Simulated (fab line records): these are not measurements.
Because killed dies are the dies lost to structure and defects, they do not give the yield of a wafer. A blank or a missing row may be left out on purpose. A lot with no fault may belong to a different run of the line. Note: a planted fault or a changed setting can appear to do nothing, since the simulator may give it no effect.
Chamber matching :: flow n5-finfet :: N5_BEOL_M7_DESCUM_33 on rie-diel-06 has 4 sister chambers
The step chemistry O2, time 7 s. 4 wafers are shown with their chamber, then 7 later ones without.

WAFERS, EACH WITH ITS CHAMBER
wafer: L086.1
chamber: 3
drypump-motor-current-A (A): 5.7

wafer: L086.3
chamber: 1
drypump-motor-current-A (A): 5.1

wafer: L089.2
chamber: 0
drypump-motor-current-A (A): 6.2

wafer: L089.4
chamber: 2
drypump-motor-current-A (A): 4.9

WAFERS MISSING THEIR CHAMBER
wafer: L089.5
drypump-motor-current-A (A): 5.7

wafer: L092.1
drypump-motor-current-A (A): 5.7

wafer: L092.2
drypump-motor-current-A (A): 6.2

wafer: L092.3
drypump-motor-current-A (A): 5.0

wafer: L095.1
drypump-motor-current-A (A): 5.7

wafer: L095.3
drypump-motor-current-A (A): 5.0

wafer: L095.6
drypump-motor-current-A (A): 5.0

THE CHAMBER EACH PASSED THROUGH
wafer: L089.5
from the rows above: 3
in truth: 3

wafer: L092.1
from the rows above: 3
in truth: 3

wafer: L092.2
from the rows above: 0
in truth: 0

wafer: L092.3
from the rows above: can't be placed: 1 or 2
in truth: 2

wafer: L095.1
from the rows above: 3
in truth: 3

wafer: L095.3
from the rows above: can't be placed: 1 or 2
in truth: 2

wafer: L095.6
from the rows above: can't be placed: 1 or 2
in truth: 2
4 of 7 placed correctly. Cannot be placed on the basis of these rows: 3; the candidates contain the true chamber in 3. Placed wrongly: 0.
How it was worked out, from the rows above alone: a wafer's distance from a chamber is the root of the sum, over the readings, of the square of ((its reading less the chamber's mean) divided by the reading's scatter). The wafer belongs to the nearest chamber; if the next one is less than 2 further off, it can't be placed. A chamber's mean is the mean of its shown wafers. The scatter: root of mean squared gap, hidden wafer to nearest shown wafer, with one shown wafer a chamber.
